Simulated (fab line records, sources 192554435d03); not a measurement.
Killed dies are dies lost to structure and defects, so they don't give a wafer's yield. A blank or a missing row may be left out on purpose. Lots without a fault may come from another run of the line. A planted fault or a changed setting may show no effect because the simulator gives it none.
A struck lot beside a sound one | flow n5_finfet | 16 steps out of a route of 1938
Sound: wafers L631.3, L631.4, L631.5. Struck: wafers L641.1, L641.3, L641.4. The cause comes at the end.
At each step with rows: each side's tool, then ch and its chambers, then its first start. Under that, the readings that differ: sound wafers | struck wafers | difference of the means | sigmas: that difference in standard deviations of wafers without a fault.
alike: readings whose means differ by less than 2 such deviations, and words and numbers that are the same on both sides. not compared: withheld readings, readings that some wafer has no value for, bounds like >300 that may hide the same value, and numbers for which the record gives no deviation and whose values overlap.
The two part at a step that has a row with sigmas, a row that says differs or no value, or rows on one side only. Numbers that don't overlap but have no deviation are shown without sigmas and don't part them. A reading that every wafer of one side lacks parts them only if that side has two wafers or more.

N5_BEOL_M1_SURFACE_TREAT_85:
  sound on pvd_sputter-03, day 8 00:57; struck on pvd_sputter-02, day 10 21:31
  not compared: throttle_valve_pct
then, 3 steps without rows for these wafers: N5_BEOL_M1_CVD_47 (deposits Co from CCTBA/H2, target thk 3 nm, time 223.8 s); N5_BEOL_M1_SPUTTER_48 (material Cu, target thk 4.5 nm, time 8.29 s); N5_BEOL_M1_ANNEAL_49 (time 240 s).
N5_BEOL_M1_SPUTTER_79: material Cu, target thk 4.5 nm, time 8.29 s.
  sound on pvd_sputter-01, day 8 01:26; struck on pvd_sputter-01, day 10 22:03
  alike: chamber_pressure_pa, chuck_gas_flow_sccm, throttle_valve_pct
then, 1 step without rows for these wafers: N5_BEOL_M1_ANNEAL_80 (time 240 s).
N5_BEOL_M1_SPUTTER_81: material Cu, target thk 4.5 nm, time 8.29 s.
  sound on pvd_sputter-01, day 8 01:39; struck on pvd_sputter-01, day 10 22:16
  alike: chamber_pressure_pa, chuck_gas_flow_sccm, throttle_valve_pct
then, 2 steps without rows for these wafers: N5_BEOL_M1_ANNEAL_82 (time 240 s); N5_BEOL_M1_SPUTTER_86 (material Cu, target thk 4.5 nm, time 8.29 s).
N5_BEOL_M1_ANNEAL_87: time 240 s.
  sound on pvd_sputter-01, day 8 01:57; struck on pvd_sputter-01, day 10 22:34
  alike: heater_power_w
then, 2 steps without rows for these wafers: N5_BEOL_M1_SPUTTER_88 (material Cu, target thk 4.5 nm, time 8.29 s); N5_BEOL_M1_ANNEAL_89 (time 240 s).
N5_BEOL_M1_SPUTTER_90: material Cu, target thk 4.5 nm, time 8.29 s.
  sound on pvd_sputter-01, day 8 02:19; struck on pvd_sputter-01, day 10 22:56
  no value came back on the struck wafers for chamber_pressure_pa (Pa), chuck_gas_flow_sccm (sccm), throttle_valve_pct (%); on the sound wafers chamber_pressure_pa (Pa) reads 0.07013 0.07002 0.06989
N5_BEOL_M1_ANNEAL_91: time 240 s.
  sound on pvd_sputter-01, day 8 02:23; struck on pvd_sputter-01, day 10 23:01
  alike: heater_power_w
N5_BEOL_M4_RC_MEAS_101:
  sound on prober-02 ch 0, day 10 11:53; struck on prober-02 ch 0, day 12 15:33
  alike: DIBL_N, DIBL_P, IOFF_N, IOFF_P, ION_N, ION_P, SS_N, SS_P, VT_N, VT_P
-- the record jumps here: 4 days lie between the struck wafers' starts before and after (it left off in module BEOL_M4 and takes up again in module PASSIVATION, whose first step shown is number 1936 of the route) --
N5_PASSIVATION_PROBE_49:
  sound on prober-02, day 14 20:26; struck on prober-01, day 16 20:37
  reading                  | sound          | struck         | difference | sigmas
  defect_limited_yield (%) | 90.8 92.8 93.0 | 87.3 88.5 88.1 | -4.2       | -3
  killed_at_M0_to_M3       | 45 35 40       | 72 59 69       | +27        | +2
  killed_dies              | 109 85 83      | 150 136 140    | +50        | +3
  killed_open              | 67 54 56       | 99 80 85       | +29        | +2
  sort_bin_5_function (%)  | 5.4 3.8 3.6    | 7.5 6.5 7.9    | +3.0       | +3
  sort_n_pass              | 1071 1095 1097 | 1030 1044 1040 | -50        | -3
  sort_yield_pct (%)       | 90.8 92.8 93.0 | 87.3 88.5 88.1 | -4.2       | -3
  alike: killed_at_M4_up, killed_at_contacts, killed_at_front_end, killed_at_other, killed_short, sort_bin_6_memory

WHERE THEY PART
First at N5_BEOL_M1_SPUTTER_90; last, within this record, at N5_PASSIVATION_PROBE_49.

WHY: what the simulator had put in
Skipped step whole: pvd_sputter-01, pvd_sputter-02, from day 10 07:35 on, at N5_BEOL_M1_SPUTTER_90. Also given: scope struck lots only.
